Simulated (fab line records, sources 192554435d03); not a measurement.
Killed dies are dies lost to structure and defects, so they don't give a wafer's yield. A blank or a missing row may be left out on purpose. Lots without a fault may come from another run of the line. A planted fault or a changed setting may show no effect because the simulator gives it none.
fab line records | flow n5_finfet | part 2 of 2: steps 19 to 32 of 32
record lots=5 wafers=15 last_day=17
route steps=1938 shown BEOL_M15@1818 PASS1_DEP@1831 MIM_BOT@1832 MIM_TOP@1834 MIM_TOP_LITHO@1839
lots that met no fault: from a run of the same line without faults
start_h: hours from the record's first day to the start of the lot's first wafer shown | wait_h: hours since the lot's step before | " the same as in the row above | L1.1+2: a row that stands for several wafers | - no value, or no start given | * or withheld: withheld | < > ~ a bound
route shown NAME@n: a module of which the file shows steps, and the number in the route of the first | usual: mean/standard deviation of fault-free wafers | same: alike in all rows | chamber/n: place in a boat | sites: the reading at each site | _std_site: their standard deviation | _edge_site: outer sites' mean less inner sites' | radius_mm: how far each site lies from the wafer's centre | mask NAME#n: copy n | behind: the tool/chamber that last shaped the wafer | hold: why the lot was held/for how many hours/how that ended | device: the transistor (n, p or np) that didn't switch | end of line: the same wafers' tests at the end of the route | a step without rows: its recipe alone | killed: dies lost to structure and defects at the first sort, not the wafer's yield | map: a wafer's dies, x killed, . not, _ none there
set.NAME: the setting as run; set.NAME@STEP: as run at that earlier step | model.NAME: the simulator's own value behind a step, which no gauge read
lots at some steps of the route; a table a step, a row a wafer
services: from which hour (start_h, from the record's first day; less than 0 if before it) a tool's chamber was out of use, for how many hours, and why
## steps
# step N5_MIM_TOP_ALD_02
# recipe material=Al2O3 target_thk_a=* temp_c=withheld ald_precursor_family=TMA ald_co_reactant=O3 pulse_time_s=withheld purge_time_s=3 co_reactant_purge_time_s=withheld co_reactant_pulse_time_s=3 ald_cycles=withheld
# usual precursor_pulse_height_rel=1.002/0.018
# columns lot.wafer tool chamber start_h wait_h precursor_pulse_height_rel
L078.1 ald_hk-02 2 - - 1.006
L078.3 " 0 " " 0.973
L078.4 " 3 " " 1.001
L077.1 ald_hk-03 3 - - 0.997
L077.4 " 2 " " 1.007
L077.6 " 1 " " 0.990
L085.2 ald_hk-02 3 - - 1.023
L085.4 " 0 " " 1.021
L085.5 " 3 " " 1.002
L086.3 ald_hk-03 3 - - 0.997
L086.4 " 1 " " 0.997
L086.6 " 3 " " 1.019
L092.1 ald_hk-03 3 - - 0.976
L092.2 " 1 " " 0.999
L092.5 " 3 " " 1.019
# step N5_MIM_TOP_DEGAS_04
# recipe ambient=vacuum temp_c=300 time_s=60
# usual heater_power_w=462/50
# columns lot.wafer tool chamber start_h wait_h heater_power_w
L078.1 pvd_sputter-01 - 281.94 - 498
L078.3 " - " " 402
L078.4 " - " " 536
L077.1 pvd_sputter-01 - 297.09 - 490
L077.4 " - " " 402
L077.6 " - " " 490
L085.2 pvd_sputter-03 - 329.35 - 515
L085.4 " - " " 457
L085.5 " - " " 457
L086.3 pvd_sputter-01 - 339.74 - 487
L086.4 " - " " 541
L086.6 " - " " 486
L092.1 pvd_sputter-02 - 389.32 - 423
L092.2 " - " " 398
L092.5 " - " " 444
# step N5_MIM_TOP_SPUTTER_03
# recipe material=TiN target_thk_a=350 temp_c=200 power_w=3000 chamber_pressure_pa=0.49996 gas=Ar reactive_partial_pa=0.37997 time_s=89.7
# usual throttle_valve_pct=30.2/0.88
# columns lot.wafer tool chamber start_h wait_h throttle_valve_pct
L078.1 pvd_sputter-01 - 281.98 0.0 30.8
L078.3 " - " " 28.4
L078.4 " - " " 30.1
L077.1 pvd_sputter-01 - 297.13 0.0 30.4
L077.4 " - " " 28.4
L077.6 " - " " 30.8
L085.2 pvd_sputter-03 - 329.39 0.0 31.5
L085.4 " - " " 29.0
L085.5 " - " " 28.8
L086.3 pvd_sputter-01 - 339.78 0.0 30.7
L086.4 " - " " 30.2
L086.6 " - " " 30.7
L092.1 pvd_sputter-02 - 389.36 0.0 30.7
L092.2 " - " " 29.5
L092.5 " - " " 31.2
# step N5_MIM_TOP_LITHO_HMDS_01
# recipe time_s=60 temp_c=120
# columns lot.wafer tool chamber start_h wait_h
L078.1+3+4 litho_track-05 0 282.08 0.1
L077.1+4+6 litho_track-05 0 297.24 0.1
L085.2+4+5 litho_track-02 0 329.50 0.1
L086.3+4+6 litho_track-02 0 339.90 0.1
L092.1+2+5 litho_track-01 0 389.46 0.1
# step N5_MIM_TOP_LITHO_COAT_02
# recipe spin_rpm=* resist_thk_nm=*
# columns lot.wafer tool chamber start_h wait_h
L078.1+3+4 litho_track-05 0 - -
L077.1+4+6 litho_track-05 0 - -
L085.2+4+5 litho_track-02 0 - -
L086.3+4+6 litho_track-02 0 - -
L092.1+2+5 litho_track-01 0 - -
# step N5_MIM_TOP_LITHO_EBR_04
# recipe solvent=PGMEA ebr_width_mm=1.5
# columns lot.wafer tool chamber start_h wait_h
L078.1+3+4 litho_track-05 0 - -
L077.1+4+6 litho_track-05 0 - -
L085.2+4+5 litho_track-02 0 - -
L086.3+4+6 litho_track-02 0 - -
L092.1+2+5 litho_track-01 0 - -
# step N5_MIM_TOP_LITHO_SOFTBAKE_03
# recipe temp_c=100 time_s=90
# columns lot.wafer tool chamber start_h wait_h
L078.1+3+4 litho_track-05 0 - -
L077.1+4+6 litho_track-05 0 - -
L085.2+4+5 litho_track-02 0 - -
L086.3+4+6 litho_track-02 0 - -
L092.1+2+5 litho_track-01 0 - -
# step N5_MIM_TOP_LITHO_EXPOSE_05
# recipe mask_id=MIM_TOP na=0.55 source_shape=conventional sigma_outer=0.8 polarization=unpolarized target_cd_nm=2000 dose_mj=20.5
# columns lot.wafer tool chamber start_h wait_h mask
L078.1+3+4 krf_scanner-01 0 282.32 - MIM_TOP#0
L077.1+4+6 krf_scanner-01 0 297.47 - MIM_TOP#0
L085.2+4+5 krf_scanner-01 0 329.73 - MIM_TOP#0
L086.3+4+6 krf_scanner-02 0 340.14 - MIM_TOP#0
L092.1+2+5 krf_scanner-02 0 389.70 - MIM_TOP#0
# step N5_MIM_TOP_LITHO_PEB_06
# recipe peb_temp_c=withheld peb_time_s=*
# columns lot.wafer tool chamber start_h wait_h
L078.1+3+4 litho_track-05 0 282.37 0.1
L077.1+4+6 litho_track-01 0 297.53 0.1
L085.2+4+5 litho_track-05 0 329.79 0.0
L086.3+4+6 litho_track-02 0 340.19 0.0
L092.1+2+5 litho_track-02 0 389.75 0.1
# step N5_MIM_TOP_LITHO_DEVELOP_07
# recipe develop_time_s=60 rinse_liquid=diw dry=air_spin dev_temp_c=21
# columns lot.wafer tool chamber start_h wait_h
L078.1+3+4 litho_track-05 0 - -
L077.1+4+6 litho_track-01 0 - -
L085.2+4+5 litho_track-05 0 - -
L086.3+4+6 litho_track-02 0 - -
L092.1+2+5 litho_track-02 0 - -
# step N5_MIM_TOP_LITHO_HARDBAKE_09
# recipe temp_c=130 time_s=120
# columns lot.wafer tool chamber start_h wait_h
L078.1+3+4 litho_track-05 0 - -
L077.1+4+6 litho_track-01 0 - -
L085.2+4+5 litho_track-05 0 - -
L086.3+4+6 litho_track-02 0 - -
L092.1+2+5 litho_track-02 0 - -
# step N5_MIM_TOP_LITHO_CD_MEAS_08
# recipe target_cd_nm=2000 landing_energy_ev=500 detector=se_inlens
# usual cd_nm=2000.1/1.3
# same landing_energy_ev=500
# columns lot.wafer tool chamber start_h wait_h cd_nm
L078.1 cd_sem-01 0 282.49 - 1998.4
L078.3 " 0 " " 1999.0
L078.4 " 0 " " 1999.6
L077.1 cd_sem-03 0 297.65 - 2000.1
L077.4 " 0 " " 2000.7
L077.6 " 0 " " 1999.4
L085.2 cd_sem-01 0 329.91 - 1998.9
L085.4 " 0 " " 1999.5
L085.5 " 0 " " 2001.5
L086.3 cd_sem-02 0 340.31 - 2001.8
L086.4 " 0 " " 2000.0
L086.6 " 0 " " 2000.4
L092.1 cd_sem-03 0 389.87 - 2001.7
L092.2 " 0 " " 2001.8
L092.5 " 0 " " 2000.6
# step N5_MIM_TOP_LITHO_OVL_MEAS_11
# recipe points_per_wafer=44
# usual MIM_TOP_OVL=4/6.1
# same points_per_wafer=44
# columns lot.wafer tool chamber start_h wait_h MIM_TOP_OVL[nm]
L078.1 overlay-01 0 282.52 0.0 -5
L078.3 " 0 " " 1
L078.4 " 0 " " -3
L077.1 overlay-01 0 297.68 0.0 6
L077.4 " 0 " " 2
L077.6 " 0 " " -1
L085.2 overlay-02 0 329.93 0.0 -2
L085.4 " 0 " " -6
L085.5 " 0 " " -10
L086.3 overlay-02 0 340.34 0.0 7
L086.4 " 0 " " 9
L086.6 " 0 " " 6
L092.1 overlay-01 0 389.90 0.0 -10
L092.2 " 0 " " -3
L092.5 " 0 " " -8
# step N5_MIM_TOP_LITHO_INSPECT_12
# recipe mode=adi inspect_instrument=macro
# usual raw_defect_count=2.0/1.3
# columns lot.wafer tool chamber start_h wait_h raw_defect_count
L078.1 defect_inspect-02 - 282.55 0.0 3
L078.3 " - " " 2
L078.4 " - " " 4
L077.1 defect_inspect-02 - 297.70 0.0 5
L077.4 " - " " 0
L077.6 " - " " 4
L085.2 defect_inspect-02 - 329.96 0.0 3
L085.4 " - " " 4
L085.5 " - " " 2
L086.3 defect_inspect-02 - 340.36 0.0 3
L086.4 " - " " 0
L086.6 " - " " 2
L092.1 defect_inspect-01 - 389.93 0.0 2
L092.2 " - " " 3
L092.5 " - " " 2
## services
# columns tool chamber start_h hours kind
krf_scanner-02 - 255.37 1.3 pm
pecvd-04 - 263.57 0.9 repair
ald_hk-02 - 263.93 0.6 repair
ecd_cu-01 - 265.77 3.9 repair
pecvd-03 2 265.86 7.6 repair
krf_scanner-02 - 274.83 0.5 repair
pecvd-04 - 280.69 0.6 repair
ald_hk-03 - 306.98 0.5 repair
ald_hk-02 - 323.16 2.8 pm
pecvd-04 1 328.94 5.0 repair
pvd_sputter-03 - 336.40 31.4 repair
krf_scanner-01 - 336.50 0.8 pm
krf_scanner-01 - 339.84 1.0 pm
krf_scanner-02 - 348.51 0.8 pm
rtp_anneal-01 - 351.73 8.9 pm
pvd_sputter-01 - 351.91 3.6 repair
ald_hk-03 - 352.60 11.7 repair
ald_hk-02 - 353.08 0.8 repair
krf_scanner-02 - 354.15 0.8 pm
ecd_cu-01 - 364.12 1.0 repair
ecd_cu-01 - 366.07 1.2 repair
pecvd-04 - 372.76 1.4 repair
cmp-02 - 376.68 0.4 repair
cmp-02 - 383.99 5.0 pm
